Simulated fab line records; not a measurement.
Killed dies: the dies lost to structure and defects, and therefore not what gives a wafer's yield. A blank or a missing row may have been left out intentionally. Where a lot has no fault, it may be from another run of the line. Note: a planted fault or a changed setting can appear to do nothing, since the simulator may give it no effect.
A lot that was struck, set against a sound lot ; flow nand-harc ; 16 out of 1302 route steps
Sound: the wafers L424.4, L424.5, L424.6. Struck: wafer L427.3 (left out: L427.4, L427.5 of the same lot, which were not struck); the cause appears at the end.
Each step with rows lists, per side, the tool, then ch with its chambers, then its first start. Under that, the readings that differ: sound wafers ; struck wafers ; difference of the means ; sigmas: that difference in standard deviations of wafers without a fault.
alike: readings with means less than 2 such deviations apart, plus words and numbers identical on both sides. not compared: withheld readings, readings lacking a value on some wafer, bounds such as >300 that could conceal the same value, and numbers that have no deviation in the record and whose values overlap.
A row with sigmas, a row that says differs or no value, or rows on one side alone: a step with any of these is where the two part. Numbers that don't overlap but have no deviation are shown without sigmas and don't part them. A reading missing from all wafers of one side parts the sides only when that side holds two or more wafers.

NHARC_A_M0_OVL_MEAS_10: pitch 160 nm.
  sound on overlay-01, day 26 17:26; struck on overlay-02, day 28 01:25
  alike: overlay-x-nm, overlay-y-nm
NHARC_A_M0_INSPECT_11:
  sound on defect-inspect-01, day 26 17:28; struck on defect-inspect-01, day 28 01:28
  alike: raw-defect-count
NHARC_A_M0_DESCUM_14: chemistry O2, time 3 s.
  sound on rie-diel-10 ch 0,1,3, day 26 17:33; struck on rie-diel-08 ch 3, day 28 01:32
  alike: drypump-motor-current-A, oes-product-au, rf-vpp-V, showerhead-plenum-p-Torr, throttle-valve-pct
  not compared: rf-hours-counter-h
then, 2 steps without rows for these wafers: NHARC_A_M0_ETCH_34 (etches the open film in N2/H2, target depth 40 nm, overetch 12 nm, time 43.94 s); NHARC_A_M0_ETCH_15 (etches the open film in C4F8/Ar, target depth 150 nm, overetch 15 nm, time 82.5 s).
NHARC_A_M0_CD_MEAS_16:
  sound on cd-sem-01, day 26 17:50; struck on cd-sem-03, day 28 01:49
  alike: cd-nm
then, 2 steps without rows for these wafers: NHARC_A_M0_STRIP_18 (strips in N2/H2); NHARC_A_M0_STRIP_19 (strips in post etch residue remover, time 600 s).
NHARC_A_M0_DEGAS_28: time 60 s.
  sound on pvd-sputter-02, day 26 18:31; struck on pvd-sputter-01, day 28 02:26
  alike: heater-power-w
NHARC_A_M0_PRE_CLEAN_29: time 30 s.
  sound on pvd-sputter-02; struck on pvd-sputter-01
  alike: heater-power-w
NHARC_A_M0_PVD_20: deposits TaN, target thk 5 nm, time 8.06 s.
  sound on pvd-sputter-02; struck on pvd-sputter-01
  alike: throttle-valve-pct
then, 1 step without rows for these wafers: NHARC_A_M0_PVD_21 (deposits Cu, target thk 30 nm, time 20.49 s).
NHARC_A_M0_ECD_22: material Cu, target thk 400 nm.
  sound on ecd-cu-02 ch 0,1, day 26 18:59; struck on ecd-cu-02 ch 0,1, day 28 02:54
NHARC_A_M0_ANNEAL_30: time 90 s.
  sound on rtp-anneal-02 ch 0, day 26 19:23; struck on rtp-anneal-01 ch 0, day 28 03:17
reading;sound;struck;difference;sigmas
wafer_temp_C_max;225.6 226.1 225.7;227.4;+1.6;+3
NHARC_A_M0_CMP_23: polishes, t overpolish 20 s, target thk 113.75 nm.
  sound on cmp-03 ch 0,1,3, day 26 19:39; struck on cmp-03 ch 0, day 28 03:31
reading;sound;struck;difference;sigmas
time-to-endpoint-s (s);34 26 33;5;-26;-7
  alike: motor-current-A
NHARC_END_SORT_01:
  only the struck wafers appear in the record here, on prober-01 ch 0 at day 29 20:08; the sound ones have no rows

== WHERE THEY PART ==
At NHARC_A_M0_ANNEAL_30 first; at NHARC_END_SORT_01 last (within this record only).

WHY: what the simulator had put in
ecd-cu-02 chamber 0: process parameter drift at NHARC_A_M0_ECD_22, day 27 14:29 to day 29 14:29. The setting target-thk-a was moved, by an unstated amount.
